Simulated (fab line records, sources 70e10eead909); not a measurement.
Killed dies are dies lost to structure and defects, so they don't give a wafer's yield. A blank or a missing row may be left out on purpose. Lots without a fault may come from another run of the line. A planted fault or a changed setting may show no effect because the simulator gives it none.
A struck lot beside a sound one | flow nand_harc | 14 steps out of a route of 1302
Sound: wafers L480.1, L480.2, L480.3. Struck: wafers L469.1, L469.2, L469.5. The cause comes at the end.
At each step with rows: each side's tool, then ch and its chambers, then its first start. Under that, the readings that differ: sound wafers | struck wafers | difference of the means | sigmas: that difference in standard deviations of wafers without a fault.
alike: readings whose means differ by less than 2 such deviations, and words and numbers that are the same on both sides. not compared: withheld readings, readings that some wafer has no value for, bounds like >300 that may hide the same value, and numbers for which the record gives no deviation and whose values overlap.
The two part at a step that has a row with sigmas, a row that says differs or no value, or rows on one side only. Numbers that don't overlap but have no deviation are shown without sigmas and don't part them. A reading that every wafer of one side lacks parts them only if that side has two wafers or more.

first, 2 steps without rows for these wafers: NHARC_A_CHANNEL_FILL_D1_ANNEAL_17 (time 1800 s); NHARC_A_CHANNEL_FILL_D1_CVD_18 (deposits poly-Si, target thk 3 nm).
NHARC_A_CHANNEL_FILL_D1_ETCHBACK_19: etches the open film in HBr/Cl2, target depth 5 nm, time 1.7 s.
  sound on rie_si-04 ch 0,1,2, day 16 03:35; struck on rie_si-05 ch 0,1,3, day 11 09:19
  alike: drypump_motor_current_A, oes_product_au, throttle_valve_pct
  not compared: rf_hours_counter_h
NHARC_A_CHANNEL_FILL_D1_ETCHBACK_20: etches the open film in C4F8/O2/Ar, target depth 27 nm, time 13.5 s.
  sound on rie_diel-07 ch 0,1,2, day 16 03:43; struck on rie_diel-13 ch 1,2, day 11 09:25
  alike: oes_product_au, rf_vpp_V
  not compared: rf_hours_counter_h
NHARC_A_CHANNEL_FILL_D1_STRIP_28: strips in O2, time 20 s.
  sound on rie_diel-07 ch 1,2,3, day 16 03:49; struck on rie_diel-13 ch 2,3, day 11 09:31
  reading      | sound          | struck         | difference | sigmas
  rf_vpp_V (V) | 59.2 59.9 58.5 | 55.8 57.9 57.7 | -2.1       | -2
  alike: chamber_pressure_mTorr, drypump_motor_current_A, oes_product_au, showerhead_plenum_p_Torr, throttle_valve_pct
  not compared: rf_hours_counter_h
then, 4 steps without rows for these wafers: NHARC_A_CHANNEL_FILL_D1_PRECLEAN_21 (cleans in dHF, time 30 s); NHARC_A_CHANNEL_FILL_D1_SRD_23; NHARC_A_CHANNEL_FILL_D1_CVD_05 (deposits poly-Si, target thk 5 nm); NHARC_A_CHANNEL_FILL_D1_ANNEAL_22 (time 7200 s).
NHARC_A_CHANNEL_FILL_D1_ALD_25: deposits SiOx, target thk 60 nm, pulse time 10 s, ald cycles 600.
  sound on ald_hk-01 ch 0,1,2, day 16 15:46; struck on ald_hk-01 ch 0,1,2, day 11 22:34
  alike: heater_power_w, precursor_pulse_height_rel
NHARC_A_CHANNEL_FILL_D1_ETCHBACK_08: etches the open film in C4F8, target depth 220 nm, time 110 s.
  sound on rie_diel-07 ch 0,1,3; struck on rie_diel-07 ch 0,1,3
  reading               | sound          | struck         | difference | sigmas
  oes_product_au (a.u.) | 0.91 0.92 0.92 | 1.01 0.99 0.97 | +0.07      | +2
  alike: rf_vpp_V
  not compared: rf_hours_counter_h
NHARC_A_CHANNEL_FILL_D1_STRIP_29: strips in O2, time 20 s.
  sound on rie_diel-07 ch 0,1,2, day 16 21:28; struck on rie_diel-07 ch 0,1,2, day 12 03:01
  no value came back on the struck wafers for any of 8 readings (bias_w (W), chamber_pressure_mTorr (mTorr) and others); on the sound wafers bias_w (W) reads 0 0 0
then, 1 step without rows for these wafers: NHARC_A_CHANNEL_FILL_D1_PRECLEAN_30 (cleans in dHF, time 30 s).
-- the record jumps here: 14 days lie between the struck wafers' starts before and after (it left off in module A_CHANNEL_FILL_D1 and takes up again in module END, whose first step shown is number 1302 of the route) --
NHARC_END_SORT_01:
  the record has rows for the struck wafers here (prober-02 ch 0, day 25 23:23) and none for the sound ones

WHERE THEY PART
First at NHARC_A_CHANNEL_FILL_D1_STRIP_28; last, within this record, at NHARC_END_SORT_01.

WHY: what the simulator had put in
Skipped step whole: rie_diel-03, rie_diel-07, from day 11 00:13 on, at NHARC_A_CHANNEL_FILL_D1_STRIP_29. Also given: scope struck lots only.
